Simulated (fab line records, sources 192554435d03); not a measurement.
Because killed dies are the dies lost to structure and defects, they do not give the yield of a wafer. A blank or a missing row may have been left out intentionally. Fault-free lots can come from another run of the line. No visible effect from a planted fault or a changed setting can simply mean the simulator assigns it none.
Chamber matching ; flow n5_finfet ; N5_BEOL_M10_ILD_DEP_00 on pecvd-02: 3 sister chambers
The step deposits SiCOH lowk from DEMS/porogen, target thk 308.51 nm, time 58 s. 20 wafers are shown with their chamber, then 10 later ones without.

## WAFERS, EACH WITH ITS CHAMBER
wafer;chamber;throttle_valve_pct (%);heater_power_w (W);showerhead_plenum_p_Torr (Torr)
L077.3;2;13.3;390;5.734
L077.4;2;13.4;399;5.722
L077.6;0;15.1;367;5.741
L075.3;0;14.8;370;5.760
L075.4;1;13.7;291;5.769
L075.6;0;15.1;368;5.734
L079.3;1;13.7;242;5.757
L079.4;2;13.5;363;5.760
L079.6;0;14.8;325;5.746
L080.1;2;13.4;396;5.723
L080.4;1;13.6;267;5.757
L080.6;0;15.0;319;5.745
L083.1;0;14.7;329;5.748
L083.2;2;13.5;359;5.735
L083.5;2;13.6;365;5.726
L084.1;2;13.4;410;5.731
L084.5;2;13.9;334;5.730
L084.6;1;13.6;295;5.760
L087.1;1;13.6;302;5.752
L087.2;2;13.7;348;5.729

SIGNATURES (averages over the wafers above)
reading;chamber 0;chamber 1;chamber 2;scatter within a chamber
throttle_valve_pct;14.917;13.640;13.522;0.16
heater_power_w;346.33;279.40;373.78;25.2
showerhead_plenum_p_Torr;5.74567;5.75900;5.73222;0.00956
Rule: a wafer's distance from a chamber is the root of the sum, over the readings, of the square of ((its reading less the chamber's mean) divided by the reading's scatter). The wafer belongs to the nearest chamber; if the next one is less than 2 further off, it can't be placed. How the scatter is found: for the shown wafers, subtract from each reading the mean of its chamber, square and add these, divide the total by (wafers less chambers), then take the root.

## WAFERS MISSING THEIR CHAMBER
wafer;throttle_valve_pct (%);heater_power_w (W);showerhead_plenum_p_Torr (Torr)
L087.6;13.6;303;5.753
L089.3;13.6;376;5.743
L089.4;13.6;299;5.770
L089.5;13.4;391;5.720
L096.1;14.0;299;5.750
L096.2;13.5;366;5.752
L096.4;14.9;348;5.740
L097.4;14.9;353;5.741
L097.5;13.5;284;5.759
L097.6;13.9;411;5.723

## CHAMBER TAKEN BY EACH
wafer;from the rows above;in truth
L087.6;1;1
L089.3;2;2
L089.4;1;1
L089.5;2;2
L096.1;1;1
L096.2;can't be placed: 2 or 1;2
L096.4;0;0
L097.4;0;0
L097.5;1;1
L097.6;2;2
Placed correctly: 9 of 10. Not placeable from these rows: 1 (in 1, the candidates include the true chamber). Number placed wrongly: 0.
